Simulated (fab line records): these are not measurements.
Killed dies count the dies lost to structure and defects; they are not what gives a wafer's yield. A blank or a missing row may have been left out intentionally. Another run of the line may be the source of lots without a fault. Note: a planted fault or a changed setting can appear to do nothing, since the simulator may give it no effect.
fab line records | flow n5_finfet
[record] lots = 5 | wafers = 15 | last_day = 17
route steps=1938 shown BEOL_M0_SAQP@661 BEOL_M4@1111 PASSIVATION@1936
lots with no fault: from the same line, run without faults
start_h: the number of hours between the record's first day and the start of the first shown wafer of the lot | wait_h: hours elapsed since this lot's preceding step | " same as the row above | L1.1+2: a row that stands for several wafers | - no value present, or no start provided | * or withheld: withheld | < > ~ a bound
route shown NAME@n: a module of which the file shows steps, and the number in the route of the first | usual: average and standard deviation across the fault-free wafers | same: alike in all rows | chamber/n: place in a boat | sites: the reading at each site | _std_site: the values' standard deviation | _edge_site: mean of outer sites minus mean of inner sites | radius_mm: how far each site lies from the wafer's centre | mask NAME#n: copy n | behind: the tool/chamber that last shaped the wafer | hold: what put the lot on hold/how long, in hours/how the hold closed | device: names the non-switching transistor (n, p or np) | end of line: tests run on the same wafers once the route is complete | a step without rows: its recipe alone | killed: at the first sort, the dies lost to defects and structure; wafer yield is something else | map: the dies of a wafer, with x for killed, . for not killed, _ for no die there
set.NAME: the setting the step ran with; set.NAME@STEP: the setting that earlier step ran with | model.NAME: the simulator's own value behind a step, which no gauge read
certain route steps with their lots: each step a table, each wafer a row
services: from which hour (start_h, from the record's first day; less than 0 if before it) a tool's chamber was out of use, for how many hours, and why
[[steps]]
[step N5_BEOL_M0_SAQP_SRD_93]
[recipe] dry = ipa_marangoni | time_s = 30 | temp_c = 23 | rinse_liquid = diw
[step N5_BEOL_M0_SAQP_RECESS_114]
[recipe] chemistry = HF/NH3 | target = SiO2 | target_depth_a = 144 | afs_cycles = 3 | temp_c = 30 | sublimation_temp_c = 180 | sublimation_time_s = 60
[step N5_BEOL_M0_SAQP_SPACER1_ALD_98]
[recipe] material = SiO2 | target_thk_a = 128 | temp_c = 300 | ald_precursor_family = BDEAS | ald_co_reactant = O2-plasma | pulse_time_s = 1 | purge_time_s = 2 | co_reactant_purge_time_s = 2 | ald_cycles = 138 | pressure_torr = 2
[step N5_BEOL_M0_SAQP_SPACER1_ETCHBACK_99]
[recipe] chemistry = CHF3/O2 | mode = anisotropic_etchback | target = SiO2 | target_depth_a = 154 | time_s = 7.7 | pressure_mtorr = 30 | source_w = 650 | bias_w = 170 | Ar_flow_sccm = 200 | CHF3_flow_sccm = 50 | O2_flow_sccm = 5 | ion_energy_ev = 200
[step N5_BEOL_M0_SAQP_MANDREL1_REMOVE_100]
[recipe] chemistry = HBr/Cl2/O2 | bt_time_s = 10 | target = a-Si | stop_on = SiNx | endpoint = OES-SiCl | over_etch_frac = 0.85 | icp_w = 600 | bias_w = 30 | HBr_flow_sccm = 150 | Cl2_flow_sccm = 80 | O2_flow_sccm = 5 | pressure_mtorr = 10
[step N5_BEOL_M0_SAQP_ETCH_101]
[recipe] chemistry = CH3F/O2 | target = SiNx | mask_material = SiO2 | target_depth_a = 299 | time_s = 42.7 | pressure_mtorr = 30 | source_w = 395 | bias_w = 73 | Ar_flow_sccm = 150 | CH3F_flow_sccm = 30 | O2_flow_sccm = 20 | ion_energy_ev = 120
[step N5_BEOL_M0_SAQP_ETCH_102]
[recipe] chemistry = CF4 | target = SiO2 | target_depth_a = 40 | ion_energy_ev = 350 | time_s = 4.4 | pressure_mtorr = 10 | icp_w = 800 | bias_w = 400 | cf4_flow_sccm = 80
[step N5_BEOL_M0_SAQP_MANDREL_ETCH_103]
[recipe] chemistry = HBr/Cl2 | target = a-Si | target_depth_a = 450 | bt_time_s = 10 | stop_on = SiCN | mask_material = SiO2 | over_etch_frac = 0.8 | time_s = 27 | pressure_mtorr = 10 | icp_w = 800 | bias_w = 75 | HBr_flow_sccm = 150 | Cl2_flow_sccm = 80 | ends = end_point
[step N5_BEOL_M0_SAQP_RECESS_104]
[recipe] chemistry = HF/NH3 | target = SiO2 | target_depth_a = 180 | afs_cycles = 3 | temp_c = 30 | sublimation_temp_c = 180 | sublimation_time_s = 60
[step N5_BEOL_M0_SAQP_COAT_105]
[recipe] resist = SOC | temp_c = 250 | time_s = 60 | spin_rpm = 1500 | resist_thk_nm = 100
[step N5_BEOL_M0_SAQP_ETCH_106]
[recipe] chemistry = N2/H2 | target = SOC | target_depth_a = 1500 | stop_on = SiNx | ion_energy_ev = 100 | bias_w = 61 | pressure_mtorr = 30 | source_w = 850 | n2_flow_sccm = 200 | h2_flow_sccm = 200
[step N5_BEOL_M0_SAQP_ETCH_107]
[recipe] chemistry = CH3F/O2 | target = SiNx | target_depth_a = 300 | mask_material = SOC | pressure_mtorr = 30 | source_w = 395 | bias_w = 73 | Ar_flow_sccm = 150 | CH3F_flow_sccm = 30 | O2_flow_sccm = 20 | ion_energy_ev = 120
[usual] CH3F_flow_sccm = 29.98/0.088 | O2_flow_sccm = 20.00/0.063 | drypump_motor_current_A = 5.6/0.48 | oes_ar_750_au = 0.77/0.074 | oes_product_au = 0.77/0.083 | rf_vpp_V = 299/4.1 | showerhead_plenum_p_Torr = 2.04/0.085 | throttle_valve_pct = 16.45/0.26
lot.wafer | tool        | chamber | start_h | wait_h | CH3F_flow_sccm | O2_flow_sccm | drypump_motor_current_A | oes_ar_750_au | oes_product_au | rf_hours_counter_h | rf_vpp_V | showerhead_plenum_p_Torr | throttle_valve_pct | model.SiNx_of_BEOL_M0_SAQP_PECVD_97.thk_nm | model.SOC_of_BEOL_M0_SAQP_COAT_105.thk_nm
L276.3    | rie_diel-02 | 0       | 145.25  | 0.1    | -              | -            | -                       | -             | -              | -                  | -        | -                        | -                  | 15.2                                       | 24.8
L276.5    | "           | 0       | "       | "      | -              | -            | -                       | -             | -              | -                  | -        | -                        | -                  | 15.4                                       | 25
L276.6    | "           | 1       | "       | "      | -              | -            | -                       | -             | -              | -                  | -        | -                        | -                  | 15                                         | 24.4
L277.4    | rie_diel-05 | 1       | 155.09  | 0.0    | -              | -            | -                       | -             | -              | -                  | -        | -                        | -                  | 15.4                                       | 23.6
L277.5    | "           | 3       | "       | "      | -              | -            | -                       | -             | -              | -                  | -        | -                        | -                  | 15.2                                       | 24
L277.6    | "           | 2       | "       | "      | -              | -            | -                       | -             | -              | -                  | -        | -                        | -                  | 15.2                                       | 24.2
L278.3    | rie_diel-02 | 0       | 161.20  | 0.0    | -              | -            | -                       | -             | -              | -                  | -        | -                        | -                  | 15.2                                       | 25.6
L278.4    | "           | 3       | "       | "      | -              | -            | -                       | -             | -              | -                  | -        | -                        | -                  | 14.8                                       | 25.4
L278.5    | "           | 1       | "       | "      | -              | -            | -                       | -             | -              | -                  | -        | -                        | -                  | 15.4                                       | 24.6
L290.1    | rie_diel-02 | 1       | 232.98  | 0.0    | 30.02          | 19.96        | 5.6                     | 0.95          | 0.96           | 16                 | 299      | 2.11                     | 16.37              | 0                                          | 9.6
L290.3    | "           | 3       | "       | "      | 30.07          | 19.98        | 5.5                     | 0.73          | 0.73           | 168                | 297      | 2.07                     | 16.56              | 0                                          | 13.2
L290.4    | "           | 2       | "       | "      | 30.01          | 20.00        | 5.0                     | 0.91          | 0.93           | 18                 | 308      | 2.15                     | 16.09              | 0                                          | 12.2
L292.4    | rie_diel-05 | 1       | 243.40  | 0.0    | 29.84          | 20.03        | 5.7                     | 0.82          | 0.84           | 67                 | 305      | 2.01                     | 16.28              | 0                                          | 13.4
L292.5    | "           | 1       | "       | "      | 29.91          | 20.03        | 5.6                     | 0.81          | 0.83           | -                  | 304      | 2.01                     | 16.27              | 0                                          | 13.4
L292.6    | "           | 2       | "       | "      | 29.99          | 19.98        | 5.0                     | 0.72          | 0.71           | -                  | 296      | 2.07                     | 16.88              | 0                                          | 13.4
[step N5_BEOL_M0_SAQP_STRIP_108]
[recipe] chemistry = N2/H2 | power_w = 500 | temp_c = 40 | pressure_mtorr = 50 | rf_frequency_hz = 6e+07 | overash_fraction = 0.3 | bias_power_w = 28 | h2_frac = 0.5 | n2_flow_sccm = 300 | h2_flow_sccm = 300
[step N5_BEOL_M4_RC_MEAS_101]
[usual] DIBL_N = 36.2/1.7 | DIBL_P = 36.2/2.2 | IOFF_N = 0.16/0.035 | IOFF_P = 0.21/0.042 | ION_N = 673/13 | ION_P = 462/7.9 | SS_N = 71.4/0.59 | SS_P = 73.2/0.7 | VT_N = 250/3.6 | VT_P = -251/3.5
lot.wafer | tool      | chamber | start_h | wait_h | DIBL_N[mV/V] | DIBL_P[mV/V] | IOFF_N[nA/um] | IOFF_P[nA/um] | ION_N[uA/um] | ION_P[uA/um] | SS_N[mV/dec] | SS_P[mV/dec] | VT_N[mV] | VT_P[mV]
L290.1    | prober-02 | 0       | 283.98  | 0.0    | 35.4         | 36.5         | 0.15          | 0.19          | 669          | 461          | 71.2         | 73.4         | 248      | -253
L290.3    | "         | 0       | "       | "      | 33.8         | 34.5         | 0.12          | 0.16          | 661          | 455          | 70.8         | 72.2         | 253      | -254
L290.4    | "         | 0       | "       | "      | 33.0         | 33.4         | 0.12          | 0.15          | 670          | 462          | 70.6         | 73.1         | 254      | -255
L292.4    | prober-02 | 0       | 304.08  | 0.5    | 35.5         | 34.0         | 0.13          | 0.18          | 673          | 461          | 70.5         | 72.0         | 252      | -250
L292.5    | "         | 0       | "       | "      | 36.7         | 36.2         | 0.15          | 0.22          | 663          | 464          | 70.8         | 73.2         | 249      | -248
L292.6    | "         | 0       | "       | "      | 33.2         | 31.4         | 0.10          | 0.15          | 646          | 458          | 70.2         | 71.6         | 259      | -254
[step N5_PASSIVATION_PROBE_49]
[usual] defect_limited_yield = 91.4/1.4 | killed_at_M0_to_M3 = 31/10 | killed_at_M4_up = 14/5.6 | killed_at_contacts = 13/6.3 | killed_at_front_end = 39/10 | killed_at_other = 4/3.1 | killed_dies = 101/16 | killed_on_rim = 13/3.9 | killed_open = 65/13 | killed_short = 34/7.2 | sort_bin_5_function = 5.1/0.88 | sort_bin_6_memory = 3.2/0.66 | sort_n_pass = 1079/16 | sort_yield_pct = 91.4/1.4
[same] gross_dies = 1180 | killed_at_back_side = 0 | sort_bin_4_leakage[%] = 0 | sort_bin_8_speed[%] = 0
lot.wafer | tool      | chamber | start_h | wait_h | defect_limited_yield[%] | killed_at_M0_to_M3 | killed_at_M4_up | killed_at_contacts | killed_at_front_end | killed_at_other | killed_dies | killed_on_rim | killed_open | killed_short | sort_bin_5_function[%] | sort_bin_6_memory[%] | sort_n_pass | sort_yield_pct[%]
L276.3    | prober-01 | -       | 294.90  | 0.1    | 0                       | 1133               | 11              | 4                  | 27                  | 5               | 1180        | 152           | 46          | 31           | 97.2                   | 2.7                  | 0           | 0
L276.5    | prober-01 | -       | 295.00  | 0.2    | 0                       | 1116               | 9               | 10                 | 40                  | 5               | 1180        | 152           | 48          | 34           | 97.2                   | 2.5                  | 0           | 0
L276.6    | prober-01 | -       | 295.05  | 0.3    | 0                       | 1122               | 12              | 9                  | 35                  | 2               | 1180        | 152           | 54          | 25           | 97.8                   | 2.1                  | 0           | 0
L277.4    | prober-01 | -       | 316.22  | 0.2    | 0                       | 1125               | 13              | 9                  | 30                  | 3               | 1180        | 152           | 49          | 37           | 96.6                   | 3.1                  | 0           | 0
L277.5    | prober-01 | -       | 316.27  | 0.2    | 0                       | 1113               | 17              | 16                 | 30                  | 4               | 1180        | 152           | 86          | 42           | 94.7                   | 4.7                  | 0           | 0
L277.6    | prober-01 | -       | 316.32  | 0.3    | 0                       | 1105               | 14              | 20                 | 36                  | 5               | 1180        | 152           | 78          | 43           | 96.8                   | 3.0                  | 0           | 0
L278.3    | prober-02 | -       | 325.17  | 0.1    | 0                       | 1114               | 13              | 9                  | 39                  | 5               | 1180        | 152           | 73          | 41           | 95.7                   | 4.1                  | 0           | 0
L278.4    | prober-02 | -       | 325.22  | 0.2    | 0                       | 1110               | 8               | 5                  | 53                  | 4               | 1180        | 152           | 63          | 39           | 95.8                   | 3.7                  | 0           | 0
L278.5    | prober-02 | -       | 325.27  | 0.2    | 0                       | 1097               | 12              | 11                 | 59                  | 1               | 1180        | 152           | 61          | 52           | 97.0                   | 2.5                  | 0           | 0
// killed by level:class
L276.3 BEOL_M0_SAQP:area_etch=1103 BEOL_M3:geometric_particle:open=11 FIN_SAQP:geometric_particle:short=9 BEOL_M0_SAQP:geometric_particle:open=8 BEOL_M8:geometric_particle:open=4 STI_FIN_REVEAL:geometric_particle:open=4 BEOL_M0_SAQP:geometric_particle:short=4 STARTING-WAFER:geometric_particle:short=3
L276.5 BEOL_M0_SAQP:area_etch=1098 FIN_SAQP:geometric_particle:short=14 FIN_SAQP:geometric_particle:open=13 MOL_CONTACT_COAG:geometric_particle:open=8 BEOL_M0_SAQP:geometric_particle:short=8 BEOL_M0_SAQP:geometric_particle:open=5 BEOL_M4:geometric_particle:open=4 STI_FIN_REVEAL:geometric_particle:open=3
L276.6 BEOL_M0_SAQP:area_etch=1101 FIN_SAQP:geometric_particle:open=10 GATE_CUT:geometric_particle:short=8 MOL_CONTACT_COAG:geometric_particle:open=8 BEOL_M0_SAQP:geometric_particle:short=6 BEOL_M0_SAQP:geometric_particle:open=5 FIN_SAQP:geometric_particle:short=4 BEOL_M5:geometric_particle:open=4
L277.4 BEOL_M0_SAQP:area_etch=1094 BEOL_M0_SAQP:geometric_particle:short=8 BEOL_M1:geometric_particle:open=8 STI_FIN_REVEAL:geometric_particle:open=7 FIN_SAQP:geometric_particle:short=6 BEOL_M3:geometric_particle:open=6 MOL_CONTACT_COAG:geometric_particle:open=5 BEOL_M8:geometric_particle:open=5
L277.5 BEOL_M0_SAQP:area_etch=1052 BEOL_M0_SAQP:geometric_particle:open=20 MOL_CONTACT_COAG:geometric_particle:open=16 BEOL_M0_SAQP:geometric_particle:short=15 BEOL_M1:geometric_particle:open=12 BEOL_M4:geometric_particle:open=10 FIN_SAQP:geometric_particle:short=7 FIN_SAQP:geometric_particle:open=6
L277.6 BEOL_M0_SAQP:area_etch=1059 MOL_CONTACT_COAG:geometric_particle:open=17 BEOL_M0_SAQP:geometric_particle:short=14 BEOL_M0_SAQP:geometric_particle:open=11 STI_FIN_REVEAL:geometric_particle:open=10 BEOL_M3:geometric_particle:open=8 BEOL_M1:geometric_particle:open=6 FIN_SAQP:geometric_particle:open=5
L278.3 BEOL_M0_SAQP:area_etch=1063 BEOL_M2:geometric_particle:open=17 BEOL_M0_SAQP:geometric_particle:open=14 GATE_CUT:geometric_particle:short=11 MOL_CONTACT_COAG:geometric_particle:open=9 FIN_SAQP:geometric_particle:short=7 FIN_SAQP:geometric_particle:open=7 BEOL_M0_SAQP:geometric_particle:short=6
L278.4 BEOL_M0_SAQP:area_etch=1077 GATE_CUT:geometric_particle:short=13 STI_FIN_REVEAL:geometric_particle:open=11 BEOL_M0_SAQP:geometric_particle:open=11 ILD0:geometric_particle:open=8 BEOL_M0_SAQP:geometric_particle:short=8 BEOL_M2:geometric_particle:open=6 MOL_CONTACT_COAG:geometric_particle:open=5
L278.5 BEOL_M0_SAQP:area_etch=1067 FIN_SAQP:geometric_particle:short=15 FIN_SAQP:geometric_particle:open=11 GATE_CUT:geometric_particle:short=11 MOL_CONTACT_COAG:geometric_particle:open=9 BEOL_M0_SAQP:geometric_particle:short=9 BEOL_M0_SAQP:geometric_particle:open=7 BEOL_M3:geometric_particle:open=6
// map L276.3 (x killed, . not)
_________________xxxxxxxxxxxx________________
______________xxxxxxxxxxxxxxxxxx_____________
___________xxxxxxxxxxxxxxxxxxxxxxxx__________
__________xxxxxxxxxxxxxxxxxxxxxxxxxx_________
________xxxxxxxxxxxxxxxxxxxxxxxxxxxxxx_______
_______xxxxxxxxxxxxxxxxxxxxxxxxxxxxxxxx______
______xxxxxxxxxxxxxxxxxxxxxxxxxxxxxxxxxx_____
_____xxxxxxxxxxxxxxxxxxxxxxxxxxxxxxxxxxxx____
____xxxxxxxxxxxxxxxxxxxxxxxxxxxxxxxxxxxxxx___
___xxxxxxxxxxxxxxxxxxxxxxxxxxxxxxxxxxxxxxxx__
___xxxxxxxxxxxxxxxxxxxxxxxxxxxxxxxxxxxxxxxx__
__xxxxxxxxxxxxxxxxxxxxxxxxxxxxxxxxxxxxxxxxxx_
__xxxxxxxxxxxxxxxxxxxxxxxxxxxxxxxxxxxxxxxxxx_
_xxxxxxxxxxxxxxxxxxxxxxxxxxxxxxxxxxxxxxxxxxxx
_xxxxxxxxxxxxxxxxxxxxxxxxxxxxxxxxxxxxxxxxxxxx
_xxxxxxxxxxxxxxxxxxxxxxxxxxxxxxxxxxxxxxxxxxxx
_xxxxxxxxxxxxxxxxxxxxxxxxxxxxxxxxxxxxxxxxxxxx
_xxxxxxxxxxxxxxxxxxxxxxxxxxxxxxxxxxxxxxxxxxxx
_xxxxxxxxxxxxxxxxxxxxxxxxxxxxxxxxxxxxxxxxxxxx
_xxxxxxxxxxxxxxxxxxxxxxxxxxxxxxxxxxxxxxxxxxxx
_xxxxxxxxxxxxxxxxxxxxxxxxxxxxxxxxxxxxxxxxxxxx
__xxxxxxxxxxxxxxxxxxxxxxxxxxxxxxxxxxxxxxxxxx_
__xxxxxxxxxxxxxxxxxxxxxxxxxxxxxxxxxxxxxxxxxx_
___xxxxxxxxxxxxxxxxxxxxxxxxxxxxxxxxxxxxxxxx__
___xxxxxxxxxxxxxxxxxxxxxxxxxxxxxxxxxxxxxxxx__
____xxxxxxxxxxxxxxxxxxxxxxxxxxxxxxxxxxxxxx___
_____xxxxxxxxxxxxxxxxxxxxxxxxxxxxxxxxxxxx____
______xxxxxxxxxxxxxxxxxxxxxxxxxxxxxxxxxx_____
_______xxxxxxxxxxxxxxxxxxxxxxxxxxxxxxxx______
________xxxxxxxxxxxxxxxxxxxxxxxxxxxxxx_______
__________xxxxxxxxxxxxxxxxxxxxxxxxxx_________
___________xxxxxxxxxxxxxxxxxxxxxxxx__________
______________xxxxxxxxxxxxxxxxxx_____________
_________________xxxxxxxxxxxx________________
// map L277.4 (x killed, . not)
_________________xxxxxxxxxxxx________________
______________xxxxxxxxxxxxxxxxxx_____________
___________xxxxxxxxxxxxxxxxxxxxxxxx__________
__________xxxxxxxxxxxxxxxxxxxxxxxxxx_________
________xxxxxxxxxxxxxxxxxxxxxxxxxxxxxx_______
_______xxxxxxxxxxxxxxxxxxxxxxxxxxxxxxxx______
______xxxxxxxxxxxxxxxxxxxxxxxxxxxxxxxxxx_____
_____xxxxxxxxxxxxxxxxxxxxxxxxxxxxxxxxxxxx____
____xxxxxxxxxxxxxxxxxxxxxxxxxxxxxxxxxxxxxx___
___xxxxxxxxxxxxxxxxxxxxxxxxxxxxxxxxxxxxxxxx__
___xxxxxxxxxxxxxxxxxxxxxxxxxxxxxxxxxxxxxxxx__
__xxxxxxxxxxxxxxxxxxxxxxxxxxxxxxxxxxxxxxxxxx_
__xxxxxxxxxxxxxxxxxxxxxxxxxxxxxxxxxxxxxxxxxx_
_xxxxxxxxxxxxxxxxxxxxxxxxxxxxxxxxxxxxxxxxxxxx
_xxxxxxxxxxxxxxxxxxxxxxxxxxxxxxxxxxxxxxxxxxxx
_xxxxxxxxxxxxxxxxxxxxxxxxxxxxxxxxxxxxxxxxxxxx
_xxxxxxxxxxxxxxxxxxxxxxxxxxxxxxxxxxxxxxxxxxxx
_xxxxxxxxxxxxxxxxxxxxxxxxxxxxxxxxxxxxxxxxxxxx
_xxxxxxxxxxxxxxxxxxxxxxxxxxxxxxxxxxxxxxxxxxxx
_xxxxxxxxxxxxxxxxxxxxxxxxxxxxxxxxxxxxxxxxxxxx
_xxxxxxxxxxxxxxxxxxxxxxxxxxxxxxxxxxxxxxxxxxxx
__xxxxxxxxxxxxxxxxxxxxxxxxxxxxxxxxxxxxxxxxxx_
__xxxxxxxxxxxxxxxxxxxxxxxxxxxxxxxxxxxxxxxxxx_
___xxxxxxxxxxxxxxxxxxxxxxxxxxxxxxxxxxxxxxxx__
___xxxxxxxxxxxxxxxxxxxxxxxxxxxxxxxxxxxxxxxx__
____xxxxxxxxxxxxxxxxxxxxxxxxxxxxxxxxxxxxxx___
_____xxxxxxxxxxxxxxxxxxxxxxxxxxxxxxxxxxxx____
______xxxxxxxxxxxxxxxxxxxxxxxxxxxxxxxxxx_____
_______xxxxxxxxxxxxxxxxxxxxxxxxxxxxxxxx______
________xxxxxxxxxxxxxxxxxxxxxxxxxxxxxx_______
__________xxxxxxxxxxxxxxxxxxxxxxxxxx_________
___________xxxxxxxxxxxxxxxxxxxxxxxx__________
______________xxxxxxxxxxxxxxxxxx_____________
_________________xxxxxxxxxxxx________________
[[services]]
tool        | chamber | start_h | hours | kind
rie_diel-02 | 2       | 131.09  | -     | clean
rie_diel-02 | 2       | 131.09  | -     | consumable_replace:focus_ring
rie_diel-02 | 2       | 131.09  | -     | consumable_replace:showerhead
rie_diel-02 | 2       | 131.09  | 30.9  | scheduled_down
rie_diel-02 | 2       | 131.09  | 30.9  | vent_cycle
rie_diel-02 | 3       | 144.57  | 4.2   | repair
rie_diel-02 | -       | 154.97  | 0.8   | repair
rie_diel-05 | 0       | 160.21  | 8.9   | repair
rie_diel-02 | 1       | 171.41  | -     | clean
rie_diel-02 | 1       | 171.41  | -     | consumable_replace:focus_ring
rie_diel-02 | 1       | 171.41  | -     | consumable_replace:showerhead
rie_diel-02 | 1       | 171.41  | 14.4  | scheduled_down
rie_diel-02 | 1       | 171.41  | 14.4  | vent_cycle
rie_diel-02 | 2       | 209.65  | 5.9   | repair
[[key]]
[first_sign] step = N5_BEOL_M0_SAQP_ETCH_107 | reading = tool_record | direction = missing
[effect] step = N5_PASSIVATION_PROBE_49 | reading = killed_at_M0_to_M3 | direction = up | sigmas = 99+ | usual = 31 | struck = 1115
[model_effect] step = N5_BEOL_M0_SAQP_ETCH_107 | value = SiNx_of_BEOL_M0_SAQP_PECVD_97.thk_nm | without = 0 | struck = 15.2
[more_kills_born_at] N5_BEOL_M0_SAQP_ETCH_107@rie_diel-02 = 6509 | N5_BEOL_M0_SAQP_ETCH_107@rie_diel-05 = 3205
met_at N5_BEOL_M0_SAQP_ETCH_107
struck_wafers L276.3,L276.5,L276.6,L277.4,L277.5,L277.6,L278.3,L278.4,L278.5
later_rows_left_out L276.3,L276.5,L276.6,L277.4,L277.5,L277.6,L278.3,L278.4,L278.5
[fault] kind = skipped_step_whole | tool = rie_diel-02,rie_diel-05 | chamber = - | onset_h = 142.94 | steps = N5_BEOL_M0_SAQP_ETCH_107 | scope = struck_lots_only
// later_rows_left_out: the simulator's readings of these wafers behind a module that went badly wrong aren't trusted and aren't shown, but for the sort
